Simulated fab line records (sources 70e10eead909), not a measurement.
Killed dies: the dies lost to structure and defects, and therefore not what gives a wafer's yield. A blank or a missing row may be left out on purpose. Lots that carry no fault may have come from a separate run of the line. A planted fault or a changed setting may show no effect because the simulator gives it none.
The tool behind it: which one?	flow nandHarc	6 lots with 18 wafers sampled at 2 steps, on a route of 1302 steps

WHAT THE GAUGES SHOWED, per wafer
NHARC_HYBRID_BOND_INSPECT_06: inspects for defects (ir void).
lot	measured	on	rawDefectCount
L219	day 24 15:29	defectInspect-02	113 109 115
L221	day 25 03:47	defectInspect-01	96 108 100
L223	day 26 04:28	defectInspect-01	122 113 102
L225	day 27 05:37	defectInspect-02	91 87
L229	day 28 07:03	defectInspect-01	91 83 86
L238	day 33 00:13	defectInspect-02	69 69 84

TOOL THAT RAN EACH LOT (tool first, then ch and the chambers of the sampled wafers, then the start)
lot	NHARC_P_M0_DEP_00
L219	pecvd-04 ch 0,1, day 6 22:28
L221	pecvd-04 ch 0,2, day 7 20:34
L223	pecvd-04 ch 0,1,2, day 8 13:45
L225	pecvd-01 ch 0,1, day 9 15:19
L229	pecvd-02 ch 0,1, day 11 02:23
L238	pecvd-01 ch 0,1,2, day 14 16:47
- NHARC_P_M0_DEP_00: deposits SiOC, target thk 150 nm.

THE ANSWER, worked out from the rows above alone
Rule: usual is defined by the lots themselves. The widest of any qualifying gaps counts: lots, ordered by their means at a reading, are off when they make up no more than a third of the lots, leave a main group of 4 or more, and stand apart from it by 3 or more times the standard deviation of that group's means. A main group is skipped when, at the precision printed for the reading in the tables above, its means are all equal. Also off: a lot with no number at a reading for which 4 or more lots have one. Any other lot the step has rows for is counted as sound.
Nothing can be told from this: no lot is off at any reading shown.

WHAT WAS PUT IN BY THE SIMULATOR
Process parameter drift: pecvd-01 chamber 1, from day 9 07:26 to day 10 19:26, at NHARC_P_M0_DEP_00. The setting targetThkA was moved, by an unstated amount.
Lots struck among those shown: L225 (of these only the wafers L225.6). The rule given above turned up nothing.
